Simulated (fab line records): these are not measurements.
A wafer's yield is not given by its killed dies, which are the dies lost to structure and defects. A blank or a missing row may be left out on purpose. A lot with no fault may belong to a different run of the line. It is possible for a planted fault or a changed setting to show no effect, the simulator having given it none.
fab line records | flow n5-finfet
[record] lots = 6 wafers = 18 last-day = 18
route steps=1938 shown BEOL_M11@1553 PASSIVATION@1936
lots with no fault: from the same line, run without faults
start-h: start of the lot's first displayed wafer, in hours after the record's first day | wait-h: hours from the lot's prior step to this one | " repeats the value in the row above | L1.1+2: one row covering several wafers at once | - no value present, or no start provided | * or withheld: withheld | < > ~ a bound
route shown NAME@n: a module of which the file shows steps, and the number in the route of the first | usual: average and standard deviation across the fault-free wafers | same: alike in all rows | chamber/n: place in a boat | sites: each site's reading | _std_site: standard deviation across them | _edge_site: outer sites' mean less inner sites' | radius-mm: for every site, how far away it sits from the centre of the wafer | mask NAME#n: copy n | behind: the tool/chamber that last shaped the wafer | hold: what put the lot on hold/how long, in hours/how the hold closed | device: the n, p or np transistor that did not switch | end of line: tests run on the same wafers once the route is complete | a step with no rows: only its recipe | killed: dies that structure and defects cost at the first sort, which is not the same as the wafer's yield | map: shows each die of a wafer: x if killed, . if not, _ if none is there
set.NAME: setting as actually run; set.NAME@STEP: the setting as run at that earlier step | model.NAME: the simulator's own value behind a step, which no gauge read
certain route steps with their lots: each step a table, each wafer a row
services: a tool's chamber out of use, with start hour (start-h, from the record's first day; less than 0 if before it), hours out, and reason
[[steps]]
[step N5_BEOL_M11_ETCH_61]
[recipe] chemistry = CF4 target = SiARC target-depth-a = 390 mask-material = CAR-ArF time-s = 65 ion-energy-ev = 80 pressure-mtorr = 40 source-w = 545 bias-w = 36 Ar_flow_sccm = 100 cf4-flow-sccm = 100 ends = cleared
[usual] cf4-flow-sccm = 100.0/0.3 drypump-motor-current-A = 5.7/0.38 etch-rf-on-time-s = 65.1/1.5 oes-product-au = 0.67/0.071 rf-vpp-V = 184.3/1.2 showerhead-plenum-p-Torr = 2.16/0.079 throttle-valve-pct = 15.50/0.23
// columns lot.wafer tool chamber start-h wait-h cf4-flow-sccm drypump-motor-current-A etch-rf-on-time-s oes-product-au rf-hours-counter-h rf-vpp-V showerhead-plenum-p-Torr throttle-valve-pct
L572.1 rie-diel-01 0 238.01 0.0 100.2 5.2 67.2 0.60 192 183.7 2.20 15.71
L572.2 " 2 " " 100.3 6.1 63.1 0.60 236 183.0 2.03 15.82
L572.5 " 1 " " 100.3 5.8 64.3 0.61 - 183.6 2.13 15.60
L576.2 rie-diel-06 3 254.31 0.0 100.2 5.3 64.1 0.70 86 185.7 2.26 15.68
L576.3 " 0 " " 99.8 5.8 65.6 0.74 61 182.8 2.08 15.61
L576.5 " 2 " " 99.8 5.2 65.4 0.59 - 184.6 2.13 16.05
L585.1 rie-diel-03 0 312.79 0.0 99.3 5.2 64.9 0.67 100 186.1 2.26 15.31
L585.2 " 1 " " 99.9 6.0 66.8 0.64 123 186.5 2.24 15.28
L585.6 " 1 " " 99.9 6.0 68.0 0.64 - 184.5 2.24 15.28
L589.4 rie-diel-01 2 345.60 0.0 99.7 6.1 61.2 0.83 10 185.9 2.28 15.37
L589.5 " 0 " " 99.9 5.2 66.0 0.58 - 185.0 2.19 15.79
L589.6 " 1 " " 99.7 5.8 62.5 0.60 - 183.7 2.12 15.63
L592.3 rie-diel-01 0 353.18 0.0 99.7 5.2 67.8 0.58 230 185.0 2.19 15.77
L592.5 " 2 " " 100.2 6.1 62.2 0.82 - 186.5 2.28 15.38
L592.6 " 3 " " 100.1 6.2 66.8 0.70 - 182.2 2.08 15.48
L593.1 rie-diel-03 3 375.96 0.0 99.7 5.9 63.3 0.75 39 183.7 2.18 15.64
L593.2 " 0 " " 100.0 5.2 65.0 0.66 120 184.9 2.25 15.36
L593.3 " 2 " " 99.9 5.2 65.8 0.60 222 184.6 2.03 15.38
[step N5_BEOL_M11_ETCH_62]
[recipe] chemistry = N2/H2 target = SOC target-depth-a = 1100 overetch-a = 220 mask-material = SiARC temp-c = 40 time-s = 165 ion-energy-ev = 200 pressure-mtorr = 30 source-w = 840 bias-w = 150 n2-flow-sccm = 200 h2-flow-sccm = 200
[usual] drypump-motor-current-A = 5.7/0.38 oes-product-au = 0.67/0.067 rf-vpp-V = 524.6/3 showerhead-plenum-p-Torr = 2.57/0.099 throttle-valve-pct = 17.71/0.27
// columns lot.wafer tool chamber start-h wait-h drypump-motor-current-A oes-product-au rf-hours-counter-h rf-vpp-V showerhead-plenum-p-Torr throttle-valve-pct
L572.1 rie-diel-01 0 238.06 0.0 5.2 0.60 192 526.6 2.64 18.02
L572.2 " 2 " " 6.1 0.58 236 520.4 2.40 17.91
L572.5 " 1 " " 5.8 0.60 - 524.8 2.51 17.66
L576.2 rie-diel-06 3 254.36 0.0 5.3 0.69 86 528.6 2.66 17.82
L576.3 " 0 " " 5.8 0.74 61 521.8 2.46 17.65
L576.5 " 2 " " 5.2 0.59 - 522.0 2.51 18.22
L585.1 rie-diel-03 0 312.84 0.0 5.2 0.67 100 527.5 2.68 17.59
L585.2 " 1 " " 6.0 0.65 123 525.7 2.67 17.42
L585.6 " 1 " " 6.0 0.66 - 526.6 2.67 17.43
L589.4 rie-diel-01 2 345.65 0.0 6.1 0.80 10 527.2 2.71 17.56
L589.5 " 0 " " 5.2 0.59 - 528.2 2.62 18.09
L589.6 " 1 " " 5.8 0.58 - 523.0 2.50 17.70
L592.3 rie-diel-01 0 353.23 0.0 5.2 0.59 230 525.8 2.62 18.08
L592.5 " 2 " " 6.1 0.80 - 528.4 2.71 17.55
L592.6 " 3 " " 6.2 0.71 - 521.0 2.46 17.59
L593.1 rie-diel-03 3 376.01 0.0 5.9 0.74 39 525.4 2.62 18.23
L593.2 " 0 " " 5.3 0.65 120 528.0 2.67 17.62
L593.3 " 2 " " 5.2 0.60 222 519.2 2.43 17.61
[step N5_BEOL_M11_STRIP_68]
[recipe] chemistry = N2/H2 temp-c = 40 n2-flow-sccm = 200 h2-flow-sccm = 200 rf-frequency-hz = 6e+07
[step N5_BEOL_M11_STRIP_67]
[recipe] chemistry = CF4 resist = SiARC power-w = 300 bias-power-w = 75 pressure-mtorr = 50 cf4-flow-sccm = 150 rf-frequency-hz = 6e+07
[usual] cf4-flow-sccm = 150.0/0.43 drypump-motor-current-A = 5.7/0.38 oes-product-au = 0.79/0.077 rf-vpp-V = 271.5/1.6 showerhead-plenum-p-Torr = 1.82/0.064 throttle-valve-pct = 13.50/0.23
// columns lot.wafer tool chamber start-h wait-h cf4-flow-sccm drypump-motor-current-A oes-product-au rf-hours-counter-h rf-vpp-V showerhead-plenum-p-Torr throttle-valve-pct
L572.1 rie-diel-01 0 238.20 0.0 149.5 5.2 0.71 192 271.6 1.85 13.73
L572.2 " 2 " " 149.9 6.1 0.69 236 269.6 1.72 13.90
L572.5 " 1 " " 149.7 5.8 0.71 - 270.8 1.78 13.60
L576.2 rie-diel-06 3 254.50 0.0 150.0 5.3 0.82 86 273.5 1.90 13.66
L576.3 " 0 " " 149.8 5.8 0.86 61 270.0 1.76 13.64
L576.5 " 2 " " 150.3 5.2 0.70 - 270.8 1.79 14.02
L585.1 rie-diel-03 0 312.98 0.0 150.3 5.2 0.78 100 273.4 1.88 13.24
L585.2 " 1 " " 150.1 6.0 0.77 123 272.2 1.89 13.33
L585.6 " 1 " " 150.2 6.0 0.77 - 270.9 1.89 13.33
L589.4 rie-diel-01 2 345.79 0.0 149.5 6.1 0.93 10 272.9 1.92 13.39
L589.5 " 0 " " 150.1 5.2 0.69 - 272.0 1.84 13.82
L589.6 " 1 " " 149.7 5.8 0.69 - 270.5 1.77 13.65
L592.3 rie-diel-01 0 353.38 0.0 150.2 5.2 0.69 230 271.6 1.84 13.82
L592.5 " 2 " " 149.0 6.1 0.93 - 273.0 1.92 13.39
L592.6 " 3 " " 150.1 6.2 0.82 - 269.6 1.75 13.48
L593.1 rie-diel-03 3 376.15 0.0 149.5 5.9 0.87 39 270.7 1.83 13.53
L593.2 " 0 " " 150.2 5.3 0.77 121 273.4 1.88 13.30
L593.3 " 2 " " 149.2 5.2 0.71 222 268.3 1.71 13.45
[step N5_BEOL_M11_HM_OPEN_17]
[recipe] chemistry = Cl2/BCl3 target-depth-a = 200 overetch-a = 60 target = TiN mask-material = SOC ion-energy-ev = 150 pressure-mtorr = 10 icp-w = 1000 bias-w = 126 Cl2_flow_sccm = 53.25 bcl3-flow-sccm = 21.75 Ar_flow_sccm = 25
[usual] drypump-motor-current-A = 5.8/0.4 oes_ar_750_au = 0.75/0.12 oes-product-au = 0.65/0.092 throttle-valve-pct = 22.33/0.23
// columns lot.wafer tool chamber start-h wait-h drypump-motor-current-A oes_ar_750_au oes-product-au rf-hours-counter-h throttle-valve-pct
L572.1 rie-metal-02 1 238.24 0.0 5.5 0.66 0.59 90 22.49
L572.2 " 0 " " 6.1 0.89 0.76 14 22.04
L572.5 " 0 " " 6.1 0.89 0.77 - 22.02
L576.2 rie-metal-01 1 254.57 0.1 6.1 0.64 0.57 - 22.47
L576.3 " 1 " " 6.1 0.64 0.58 - 22.45
L576.5 " 1 " " 6.0 0.64 0.57 - 22.46
L585.1 rie-metal-02 0 313.03 0.0 6.1 0.86 0.73 22 22.05
L585.2 " 1 " " 5.5 0.65 0.57 99 22.51
L585.6 " 0 " " 6.1 0.86 0.72 - 22.07
L589.4 rie-metal-01 1 345.87 0.1 6.0 0.62 0.56 - 22.46
L589.5 " 0 " " 4.9 0.92 0.78 - 22.01
L589.6 " 1 " " 6.0 0.62 0.57 - 22.47
L592.3 rie-metal-01 0 353.45 0.1 4.9 0.90 0.78 - 22.02
L592.5 " 0 " " 4.9 0.90 0.78 - 22.03
L592.6 " 1 " " 6.0 0.62 0.56 - 22.48
L593.1 rie-metal-02 0 376.20 0.0 6.1 0.84 0.71 27 22.05
L593.2 " 1 " " 5.5 0.64 0.57 104 22.53
L593.3 " 1 " " 5.5 0.64 0.56 - 22.53
[step N5_BEOL_M11_STRIP_19]
[recipe] chemistry = O2 power-w = 400 temp-c = 40 pressure-mtorr = 30 rf-frequency-hz = 6e+07 bias-power-w = 0 overash-fraction = 0.2 o2-flow-sccm = 225
[usual] drypump-motor-current-A = 5.6/0.38 oes-product-au = 0.78/0.078 rf-vpp-V = 3.8/0.63 showerhead-plenum-p-Torr = 2.11/0.086 throttle-valve-pct = 16.52/0.24
// columns lot.wafer tool chamber start-h wait-h drypump-motor-current-A oes-product-au rf-hours-counter-h rf-vpp-V showerhead-plenum-p-Torr throttle-valve-pct
L572.1 rie-diel-06 3 238.44 0.2 5.3 0.81 82 3.5 2.21 16.68
L572.2 " 1 " " 5.9 0.85 57 3.0 2.11 16.07
L572.5 " 3 " " 5.3 0.82 - 3.4 2.21 16.66
L576.2 rie-diel-06 1 254.74 0.1 5.9 0.84 62 4.5 2.10 16.07
L576.3 " 2 " " 5.2 0.69 232 3.7 2.05 16.93
L576.5 " 0 " " 5.8 0.87 - 3.5 2.04 16.69
L585.1 rie-diel-06 3 313.19 0.1 5.2 0.79 107 4.2 2.20 16.73
L585.2 " 0 " " 5.8 0.86 79 3.8 2.03 16.71
L585.6 " 1 " " 5.9 0.80 - 5.3 2.10 16.12
L589.4 rie-diel-01 2 345.95 0.1 6.1 0.95 10 2.4 2.26 16.55
L589.5 " 1 " " 5.8 0.68 - 3.1 2.06 16.63
L589.6 " 2 " " 6.1 0.95 - 3.8 2.26 16.53
L592.3 rie-diel-01 3 353.54 0.1 6.2 0.82 99 3.0 2.02 16.45
L592.5 " 2 " " 6.1 0.93 - 3.7 2.26 16.54
L592.6 " 1 " " 5.8 0.67 - 3.6 2.06 16.66
L593.1 rie-diel-01 2 376.31 0.1 6.1 0.93 21 2.5 2.25 16.54
L593.2 " 0 " " 5.2 0.67 240 3.8 2.13 16.77
L593.3 " 3 " " 6.2 0.82 107 3.5 2.02 16.48
[step N5_BEOL_M11_CD_MEAS_18]
[recipe] pitch-nm = 140 target-cd-nm = 70
[usual] cd-nm = 70.3/0.65
// columns lot.wafer tool chamber start-h wait-h cd-nm
L572.1 cd-sem-03 - 238.51 0.0 69.9
L572.2 " - " " 70.0
L572.5 " - " " 69.6
L576.2 cd-sem-02 - 254.81 0.1 71.4
L576.3 " - " " 70.3
L576.5 " - " " 70.7
L585.1 cd-sem-02 - 313.26 0.0 70.2
L585.2 " - " " 69.3
L585.6 " - " " 70.7
L589.4 cd-sem-02 - 346.02 0.1 70.0
L589.5 " - " " 71.1
L589.6 " - " " 71.3
L592.3 cd-sem-01 - 353.61 0.1 70.9
L592.5 " - " " 70.8
L592.6 " - " " 70.9
L593.1 cd-sem-01 - 376.38 0.0 69.9
L593.2 " - " " 70.2
L593.3 " - " " 69.9
[step N5_BEOL_M11_COAT_63]
[recipe] resist = SOC temp-c = 250 time-s = 60 spin-rpm = 1500 resist-thk-nm = 100
[step N5_BEOL_M11_COAT_64]
[recipe] resist = SiARC temp-c = 220 time-s = 60 spin-rpm = 1500 resist-thk-nm = 30
[step N5_BEOL_M11_COAT_22]
[recipe] resist = CAR-ArF spin-rpm = 1500 resist-thk-nm = 90
[step N5_BEOL_M11_EBR_24]
[recipe] solvent = PGMEA ebr-width-mm = 1.5
[step N5_BEOL_M11_SOFTBAKE_23]
[recipe] temp-c = 110 time-s = 60 resist = CAR-ArF
[step N5_BEOL_M11_EXPOSE_25]
[recipe] mask-id = V10 na = 1.35 source-shape = annular sigma-inner = 0.5 sigma-outer = 0.8 polarization = unpolarized dose-mj = 85.5
[usual] exposure-dose-mJ-cm2 = 85.45/0.1 focus-offset-nm = -0.1/0.47
[same] sigma-outer = 0.8
// columns lot.wafer tool chamber start-h wait-h mask exposure-dose-mJ-cm2 focus-offset-nm
L572.1 arfi-scanner-01 0 238.86 - V10#0 85.55 0.7
L572.2 " 0 " " V10#0 85.45 0.0
L572.5 " 0 " " V10#0 85.51 0.7
L576.2 arfi-scanner-02 0 255.40 - V10#0 85.57 0.6
L576.3 " 0 " " V10#0 85.52 0.0
L576.5 " 0 " " V10#0 85.57 0.0
L585.1 arfi-scanner-02 0 313.41 - V10#0 79.33 0.2
L585.2 " 0 " " V10#0 79.38 0.3
L585.6 " 0 " " V10#0 79.27 -0.1
L589.4 arfi-scanner-02 0 351.61 - V10#0 80.73 0.0
L589.5 " 0 " " V10#0 80.70 -0.8
L589.6 " 0 " " V10#0 80.72 -1.1
L592.3 arfi-scanner-01 0 353.96 - V10#0 85.32 -0.3
L592.5 " 0 " " V10#0 85.19 0.3
L592.6 " 0 " " V10#0 85.29 0.2
L593.1 arfi-scanner-03 0 378.67 - V10#0 85.62 0.2
L593.2 " 0 " " V10#0 85.61 0.7
L593.3 " 0 " " V10#0 85.43 -0.2
[step N5_BEOL_M11_PEB_26]
[recipe] peb-temp-c = withheld peb-time-s = 60 resist = CAR-ArF
[step N5_BEOL_M11_DEVELOP_27]
[recipe] develop-time-s = 30 developer = TMAH resist = CAR-ArF rinse-liquid = diw dry = air-spin dev-temp-c = 23
[step N5_BEOL_M11_CD_MEAS_28]
[recipe] target-cd-nm = 70 landing-energy-ev = 500 detector = se-inlens polarity = opening
[usual] cd-nm = 69.8/0.94
// columns lot.wafer tool chamber start-h wait-h cd-nm
L572.1 cd-sem-02 0 238.99 - 68.6
L572.2 " 0 " " 67.9
L572.5 " 0 " " 70.1
L576.2 cd-sem-03 0 255.53 - 70.0
L576.3 " 0 " " 69.7
L576.5 " 0 " " 70.5
L585.1 cd-sem-01 0 313.54 - 64.1
L585.2 " 0 " " 65.0
L585.6 " 0 " " 64.3
L589.4 cd-sem-02 0 351.72 - 63.5
L589.5 " 0 " " 64.1
L589.6 " 0 " " 64.0
L592.3 cd-sem-02 0 354.08 - 69.9
L592.5 " 0 " " 70.1
L592.6 " 0 " " 71.3
L593.1 cd-sem-03 0 378.80 - 71.9
L593.2 " 0 " " 72.4
L593.3 " 0 " " 71.4
[step N5_BEOL_M11_OVL_MEAS_29]
[recipe] points-per-wafer = 44
[usual] V10_OVL = 0.3/0.62
[same] points-per-wafer = 44
// columns lot.wafer tool chamber start-h wait-h V10_OVL[nm]
L572.1 overlay-01 0 239.02 0.0 1.1
L572.2 " 0 " " 0.4
L572.5 " 0 " " 0.4
L576.2 overlay-01 0 255.56 0.0 0.7
L576.3 " 0 " " 0.1
L576.5 " 0 " " 0.3
L585.1 overlay-01 0 313.57 0.0 -0.3
L585.2 " 0 " " 0.1
L585.6 " 0 " " -0.1
L589.4 overlay-02 0 351.75 0.0 0.0
L589.5 " 0 " " 0.0
L589.6 " 0 " " 0.0
L592.3 overlay-01 0 354.11 0.0 -0.5
L592.5 " 0 " " -0.3
L592.6 " 0 " " 0.4
L593.1 overlay-02 0 378.83 0.0 -0.1
L593.2 " 0 " " 0.1
L593.3 " 0 " " 1.1
[step N5_PASSIVATION_PROBE_49]
[usual] defect-limited-yield = 91.7/1.5 killed_at_M0_to_M3 = 32/9.6 killed_at_M4_up = 13/5.3 killed-at-contacts = 12/6.8 killed-at-front-end = 36/9.8 killed-at-other = 4/3.1 killed-dies = 98/17 killed-open = 65/13 killed-short = 32/8.5 sort_bin_4_leakage = 0.00/0.007 sort_bin_5_function = 4.9/0.93 sort_bin_6_memory = 3.2/0.67 sort_bin_8_speed = 0.00/0.02 sort-n-pass = 1082/17 sort-yield-pct = 91.7/1.4
[same] gross-dies = 1180 killed-at-back-side = 0
// columns lot.wafer tool chamber start-h wait-h defect-limited-yield[%] killed_at_M0_to_M3 killed_at_M4_up killed-at-contacts killed-at-front-end killed-at-other killed-dies killed-open killed-short sort_bin_4_leakage[%] sort_bin_5_function[%] sort_bin_6_memory[%] sort_bin_8_speed[%] sort-n-pass sort-yield-pct[%]
L572.1 prober-02 - 280.34 0.0 91.9 50 5 5 31 5 96 56 38 0 4.2 3.7 0 1084 91.9
L572.2 prober-02 - 280.39 0.1 92.3 26 11 8 42 4 91 54 35 0 4.1 3.5 0 1089 92.3
L572.5 prober-02 - 280.54 0.2 89.5 42 17 9 55 1 124 71 52 0 6.3 4.0 0 1056 89.5
L585.1 prober-02 - 361.00 0.9 91.0 32 21 2 46 5 106 71 30 0 5.5 3.4 0 1074 91.0
L585.2 prober-02 - 361.05 1.0 90.7 31 23 4 48 4 110 73 32 0 5.8 3.2 0 1070 90.7
L585.6 prober-02 - 361.25 1.2 90.8 31 23 9 40 6 109 72 34 0 5.9 3.1 0 1071 90.8
L589.4 prober-02 - 389.11 0.2 90.2 39 15 14 43 5 116 70 45 0 6.0 3.7 0 1064 90.2
L589.5 prober-02 - 389.16 0.2 89.2 49 23 14 30 11 127 69 51 0 5.3 4.3 0.08 1053 89.2
L589.6 prober-02 - 389.21 0.3 92.0 28 16 6 40 4 94 57 32 0 4.4 3.5 0 1086 92.0
// killed by level:class
L572.1 BEOL_M1:geometric-particle:open=16 BEOL_M0_SAQP:geometric-particle:short=14 BEOL_M0_SAQP:geometric-particle:open=9 GATE_CUT:geometric-particle:short=5 MOL_CONTACT_COAG:geometric-particle:open=5 FIN_SAQP:geometric-particle:short=4 DUMMY_GATE:geometric-particle:open=4 BEOL_M3:geometric-particle:open=4
L572.2 STI_FIN_REVEAL:geometric-particle:open=10 GATE_CUT:geometric-particle:short=7 BEOL_M1:geometric-particle:open=7 STI_FIN_REVEAL:geometric-particle:short=5 MOL_CONTACT_COAG:geometric-particle:open=5 BEOL_M0_SAQP:geometric-particle:short=5 BEOL_M0_SAQP:geometric-particle:open=4 BEOL_M4:geometric-particle:open=4
L572.5 STI_FIN_REVEAL:geometric-particle:open=15 BEOL_M0_SAQP:geometric-particle:short=15 BEOL_M3:geometric-particle:open=10 FIN_SAQP:geometric-particle:short=9 BEOL_M0_SAQP:geometric-particle:open=9 MOL_CONTACT_COAG:geometric-particle:open=8 GATE_CUT:geometric-particle:short=5 BEOL_M8:geometric-particle:open=5
L585.1 STI_FIN_REVEAL:geometric-particle:open=11 FIN_SAQP:geometric-particle:open=10 BEOL_M5:geometric-particle:open=8 FIN_SAQP:geometric-particle:short=7 BEOL_M0_SAQP:geometric-particle:open=7 BEOL_M0_SAQP:geometric-particle:short=7 BEOL_M2:geometric-particle:open=6 BEOL_M3:geometric-particle:open=6
L585.2 FIN_SAQP:geometric-particle:open=15 STI_FIN_REVEAL:geometric-particle:open=8 FIN_SAQP:geometric-particle:short=7 BEOL_M0_SAQP:geometric-particle:open=7 BEOL_M2:geometric-particle:open=7 BEOL_M2:geometric-particle:short=5 BEOL_M5:geometric-particle:open=5 MOL_CONTACT_COAG:geometric-particle:open=4
L585.6 FIN_SAQP:geometric-particle:short=16 FIN_SAQP:geometric-particle:open=15 MOL_CONTACT_COAG:geometric-particle:open=9 BEOL_M4:geometric-particle:open=9 BEOL_M0:geometric-particle:open=7 BEOL_M6:geometric-particle:open=6 BEOL_M0_SAQP:geometric-particle:open=5 BEOL_M0_SAQP:geometric-particle:short=5
L589.4 BEOL_M0_SAQP:geometric-particle:open=16 MOL_CONTACT_COAG:geometric-particle:open=12 BEOL_M0_SAQP:geometric-particle:short=12 FIN_SAQP:geometric-particle:short=11 FIN_SAQP:geometric-particle:open=9 STI_FIN_REVEAL:geometric-particle:open=7 STI_FIN_REVEAL:geometric-particle:short=4 BEOL_M4:geometric-particle:open=4
L589.5 BEOL_M0_SAQP:geometric-particle:open=16 BEOL_M0_SAQP:geometric-particle:short=14 MOL_CONTACT_COAG:geometric-particle:open=10 BEOL_M4:geometric-particle:open=10 BEOL_M2:geometric-particle:open=8 FIN_SAQP:geometric-particle:short=5 STI_FIN_REVEAL:geometric-particle:open=5 MIM_BOT:geometric-particle:short=5
L589.6 FIN_SAQP:geometric-particle:short=9 BEOL_M2:geometric-particle:open=9 STI_FIN_REVEAL:geometric-particle:open=8 BEOL_M0_SAQP:geometric-particle:short=6 FIN_SAQP:geometric-particle:open=5 BEOL_M1:geometric-particle:open=5 MOL_CONTACT_COAG:geometric-particle:open=5 BEOL_M0_SAQP:geometric-particle:open=4
[[services]]
// columns tool chamber start-h hours kind
rie-diel-06 - 215.37 0.3 repair
rie-diel-03 3 218.34 1.6 repair
rie-diel-03 - 218.39 7.2 repair
arfi-scanner-02 - 218.71 1.3 pm
arfi-scanner-01 - 219.10 1.0 pm
arfi-scanner-01 - 220.10 0.8 pm
rie-diel-06 3 248.87 4.0 repair
arfi-scanner-02 - 257.86 16.0 pm
rie-diel-01 1 271.31 18.5 repair
arfi-scanner-01 - 271.69 1.0 pm
rie-diel-01 2 282.41 8.8 repair
arfi-scanner-02 - 282.45 1.7 repair
arfi-scanner-01 - 288.63 0.8 repair
arfi-scanner-01 - 295.98 0.8 pm
arfi-scanner-02 - 300.34 1.0 pm
arfi-scanner-01 - 310.06 1.3 pm
arfi-scanner-02 - 315.87 0.8 pm
arfi-scanner-02 - 323.05 1.2 repair
arfi-scanner-02 - 344.21 1.3 pm
rie-diel-01 - 346.57 2.8 pm
rie-metal-02 - 353.89 0.2 repair
rie-diel-06 - 363.32 2.8 pm
rie-diel-03 - 366.81 2.8 pm
arfi-scanner-02 - 370.39 5.7 repair
[[key]]
[first-sign] step = N5_BEOL_M11_EXPOSE_25 reading = exposure-dose-mJ-cm2 direction = down sigmas = 53 usual = 85.45 struck = 80.02
[effect] step = N5_BEOL_M11_CD_MEAS_28 reading = cd-nm direction = down sigmas = 6 usual = 69.8 struck = 64.1 through = control-loop
met-at N5_BEOL_M11_EXPOSE_25
struck-wafers L585.1,L585.2,L585.6,L589.4,L589.5,L589.6
[loop-trim] step = N5_BEOL_M11_EXPOSE_25 setting = dose lots = L589
onset-between 255.40 313.41
[fault] kind = process-parameter-drift tool = arfi-scanner-02 chamber = - onset-h = 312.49 steps = N5_BEOL_M11_EXPOSE_25 channel = dose-mj offset = -6.1185 shape = step acts-in = these-recipes-only stated = 85.5
// loop-trim: a control loop set the setting to another value than it would have without faults
